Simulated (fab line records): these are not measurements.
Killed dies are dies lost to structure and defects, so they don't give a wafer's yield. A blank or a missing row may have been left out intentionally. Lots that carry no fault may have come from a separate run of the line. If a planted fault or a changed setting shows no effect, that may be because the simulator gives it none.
A lot that was struck, set against a sound lot	flow nandHarc	43 steps out of a route of 1159
Sound: the wafers L801.1, L801.2, L801.6. The struck wafers were L791.1, L791.3, L791.5. At the end, the cause is stated.
Order at every step that has rows: each side's tool, ch and its chambers, its first start. Under that, the readings that differ: sound wafers	struck wafers	difference of the means	sigmas: that difference in standard deviations of wafers without a fault.
alike: same words and numbers on both sides, and readings whose means sit less than 2 such deviations apart. not compared: any withheld reading, any reading some wafer has no value for, any bound like >300 that may hide the same value, and any number with overlapping values for which the record gives no deviation.
The two part at a step that has a row with sigmas, a row that says differs or no value, or rows on one side only. Non-overlapping numbers with no deviation appear without sigmas and do not part them. Lack of a reading on every wafer of one side parts them only where that side has two or more wafers.

first, 6 steps without rows for these wafers: NHARC_A_M1_PRE_CLEAN_30 (time 30 s); NHARC_A_M1_PVD_20 (deposits TaN, target thk 5 nm, time 8.06 s); NHARC_A_M1_PVD_21 (deposits Cu, target thk 30 nm, time 20.49 s); NHARC_A_M1_ECD_22 (material Cu, target thk 400 nm); NHARC_A_M1_ANNEAL_31 (time 90 s); NHARC_A_M1_CMP_23 (polishes, t overpolish 20 s, target thk 154.34 nm).
NHARC_A_M1_THK_MEAS_24: measures by xrf.
  sound on filmMetro-02, day 22 11:19; struck on filmMetro-01, day 19 20:43
  alike: thkNm
after that, 1 step had no rows for these wafers: NHARC_A_M1_SRD_25.
NHARC_A_M1_INSPECT_27:
  sound on defectInspect-02, day 22 11:29; struck on defectInspect-01, day 19 20:52
  alike: rawDefectCount
then, 2 steps without rows for these wafers: NHARC_A_M1_PRE_CLEAN_32 (time 12 s); NHARC_A_M1_DEP_33 (deposits SiCN, target thk 30 nm).
NHARC_A_BONDPAD_DEP_00: deposits SiCN, target thk 250 nm.
  sound on pecvd-01 ch 0,1, day 22 12:11; struck on pecvd-01 ch 0,1,2, day 19 21:34
  alike: heaterPowerOuterW, heaterPowerW
then, 1 step without rows for these wafers: NHARC_A_BONDPAD_CMP_29 (polishes SiCN, target thk 200 nm).
NHARC_A_BONDPAD_THK_MEAS_30: measures by ellipsometry.
  sound on filmMetro-01, day 22 12:50; struck on filmMetro-01, day 19 22:14
  alike: thkNm
then, 10 steps without rows for these wafers: NHARC_A_BONDPAD_SRD_31; NHARC_A_BONDPAD_DEHYDRATE_01 (time 120 s); NHARC_A_BONDPAD_HMDS_02 (time 30 s); NHARC_A_BONDPAD_COAT_33 (time 65 s); NHARC_A_BONDPAD_COAT_03 (resist thk 600 nm); NHARC_A_BONDPAD_SOFTBAKE_04 (time 70 s); NHARC_A_BONDPAD_EBR_05; NHARC_A_BONDPAD_EXPOSE_06 (exposes mask A BPAD); NHARC_A_BONDPAD_PEB_07 (peb time 80 s); NHARC_A_BONDPAD_DEVELOP_08 (time 50 s).
NHARC_A_BONDPAD_CD_MEAS_09 targets a cd of 500 nm.
  sound on cdSem-01 ch 0, day 22 13:16; struck on cdSem-02 ch 0, day 19 22:47
  alike: cdNm
NHARC_A_BONDPAD_OVL_MEAS_35:
  sound on overlay-01, day 22 13:22; struck on overlay-02, day 19 22:53
  alike: overlayXNm, overlayYNm
then, 2 steps without rows for these wafers: NHARC_A_BONDPAD_HARDBAKE_10 (time 65 s); NHARC_A_BONDPAD_DESCUM_11 (chemistry O2, time 3 s).
NHARC_A_BONDPAD_ETCH_34: etches the open film in N2/H2, target depth 60 nm, overetch 18 nm, time 65.91 s.
  sound on rieDiel-06 ch 0,1,2, day 22 13:35; struck on rieDiel-08 ch 0,1,3, day 19 23:07
  alike: drypumpMotorCurrentA, h2FlowSccm, oesProductAu, rfVppV, showerheadPlenumPTorr, throttleValvePct
  not compared: rfHoursCounterH
NHARC_A_BONDPAD_ETCH_12: etches the open film in CHF3/O2, target depth 220 nm, time 110 s.
  sound on rieDiel-06 ch 0,1,2; struck on rieDiel-08 ch 0,1
  alike: drypumpMotorCurrentA, oesProductAu, rfVppV, showerheadPlenumPTorr, throttleValvePct
  not compared: rfHoursCounterH
NHARC_A_BONDPAD_CD_MEAS_13:
  sound on cdSem-02, day 22 13:48; struck on cdSem-03, day 19 23:19
  alike: cdNm
then, 4 steps without rows for these wafers: NHARC_A_BONDPAD_STRIP_15 (strips in O2); NHARC_A_BONDPAD_ETCH_24 (etches the open film in CF4/N2, target depth 30 nm, time 72.99 s); NHARC_A_BONDPAD_STRIP_16 (strips in post etch residue remover, time 600 s); NHARC_A_BONDPAD_DEGAS_25 (time 60 s).
NHARC_A_BONDPAD_PRE_CLEAN_26: time 30 s.
  sound on pvdSputter-02; struck on pvdSputter-01
  alike: heaterPowerW
NHARC_A_BONDPAD_PVD_17: deposits TaN, target thk 5 nm, time 8.06 s.
  sound on pvdSputter-02; struck on pvdSputter-01
  alike: chamberPressurePa, throttleValvePct
NHARC_A_BONDPAD_PVD_27: deposits Cu, target thk 30 nm, time 20.49 s.
  sound on pvdSputter-02; struck on pvdSputter-01
  alike: chamberPressurePa, throttleValvePct
then, 3 steps without rows for these wafers: NHARC_A_BONDPAD_ECD_18 (material Cu, target thk 400 nm); NHARC_A_BONDPAD_ANNEAL_28 (time 90 s); NHARC_A_BONDPAD_CMP_19 (polishes, t overpolish 30 s, cu recess touch 16 s, target thk 169.8 nm).
NHARC_THIN_TSV_GRIND_00:
  sound on grinder-01 ch 0, day 23 03:49; struck on grinder-01 ch 0, day 20 19:55
reading	sound	struck	difference	sigmas
hold	- - -	awaitDispo/4.8h/release awaitDispo/4.8h/release awaitDispo/4.8h/release	no value on the sound wafers	
  alike: headPressurePsi, motorCurrentA
NHARC_END_SORT_01:
  sound on prober-01 ch 0, day 23 19:49; struck on prober-02 ch 0, day 22 05:18
reading	sound	struck	difference	sigmas
hold	- - -	awaitDispo/3.8h/release awaitDispo/3.8h/release awaitDispo/3.8h/release	no value on the sound wafers	
defectLimitedYield (%)	96.9 97.5 97.5	83.6 85.1 85.5	-12.6	-8
killedAtArray	20 14 16	105 97 92	+81	+7
killedDies	21 17 17	111 101 98	+85	+8
sort_bin_2_pct (%)	0.7 0.7 1.0	6.1 7.1 4.4	+5.1	+7
sort_bin_3_pct (%)	0.30 0.15 0.15	2.36 1.92 2.51	+2.06	+9
sort_bin_4_pct (%)	2.1 1.6 1.3	8.0 5.9 7.5	+5.5	+5
sortNPass	656 660 660	566 576 579	-85	-8
sortYieldPct (%)	96.9 97.5 97.5	83.6 85.1 85.5	-12.6	-8
  alike: killedAtOther, killedAtPeriphery, killedOpen, killedShort, sortRimYieldPct

## WHERE THEY PART
At NHARC_THIN_TSV_GRIND_00 first; at NHARC_END_SORT_01 last (within this record only).

WHY: whatever the simulator had introduced
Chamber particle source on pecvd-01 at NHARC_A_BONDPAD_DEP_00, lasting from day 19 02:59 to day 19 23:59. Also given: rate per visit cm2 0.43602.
